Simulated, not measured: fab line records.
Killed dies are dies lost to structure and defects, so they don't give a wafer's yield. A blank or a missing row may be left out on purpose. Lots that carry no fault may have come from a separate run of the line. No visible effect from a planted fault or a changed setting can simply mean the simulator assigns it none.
Struck lot and sound lot, side by side / flow nand_harc / 15 steps out of a route of 1159
Sound: these wafers, L803.3, L803.4, L803.6. Wafers struck: L814.2, L814.4, L814.5. At the end, the cause is stated.
Per side, at each step with rows, come the tool, then ch with its chambers, and then its first start. Under that, the readings that differ: sound wafers / struck wafers / difference of the means / sigmas: that difference in standard deviations of wafers without a fault.
alike: same words and numbers on both sides, and readings whose means sit less than 2 such deviations apart. not compared: any withheld reading, any reading some wafer has no value for, any bound like >300 that may hide the same value, and any number with overlapping values for which the record gives no deviation.
Wherever a step has rows on one side only, a row that says differs or no value, or a row with sigmas, the two part there. Numbers that have no deviation but don't overlap get no sigmas and don't part them. A reading that every wafer of one side lacks parts them only if that side has two wafers or more.

first, 1 step without rows for these wafers: NHARC_P_ZERO_WELL_HARDBAKE_53 (time 80 s).
NHARC_P_ZERO_WELL_DESCUM_54: chemistry O2, time 3 s.
  sound on rie_diel-07 ch 0,3, day 1 18:03; struck on rie_diel-03 ch 0,1,3, day 4 11:37
  alike: drypump_motor_current_A, oes_product_au, rf_vpp_V, showerhead_plenum_p_Torr, throttle_valve_pct
  not compared: rf_hours_counter_h
then, 5 steps without rows for these wafers: NHARC_P_ZERO_WELL_IMPLANT_55; NHARC_P_ZERO_WELL_IMPLANT_61; NHARC_P_ZERO_WELL_STRIP_56 (strips in SPM, time 840 s); NHARC_P_ZERO_WELL_PRECLEAN_68 (cleans in SC1, time 60 s); NHARC_P_ZERO_WELL_SRD_69.
NHARC_P_ZERO_WELL_RTA_42: time 300 s.
  sound on rtp_anneal-02 ch 0, day 1 19:20; struck on rtp_anneal-02 ch 0, day 4 12:41
  alike: lamp_power_pct, wafer_temp_C_max
NHARC_P_ZERO_WELL_INSPECT_43:
  sound on defect_inspect-02 at day 1 19:47; struck on defect_inspect-02 at day 4 13:16
  alike: raw_defect_count
then, 3 steps without rows for these wafers: NHARC_P_STI_ETCH_26 (etches SiO2 in dHF, target depth 11 nm); NHARC_P_STI_PRECLEAN_27 (cleans in SC1); NHARC_P_STI_SRD_28.
NHARC_P_STI_OXIDE_29: material SiO2, target thk 10 nm, ox time 1362 s.
  sound on furnace-02 ch 0, day 2 04:01; struck on furnace-08 ch 0, day 5 01:00
then, 2 steps without rows for these wafers: NHARC_P_STI_HM_DEP_30 (deposits Si3N4, target thk 80 nm, time 873 s); NHARC_END_SORT_01.

== WHERE THEY PART ==
Nowhere in this record.

WHY: what the simulator had put in
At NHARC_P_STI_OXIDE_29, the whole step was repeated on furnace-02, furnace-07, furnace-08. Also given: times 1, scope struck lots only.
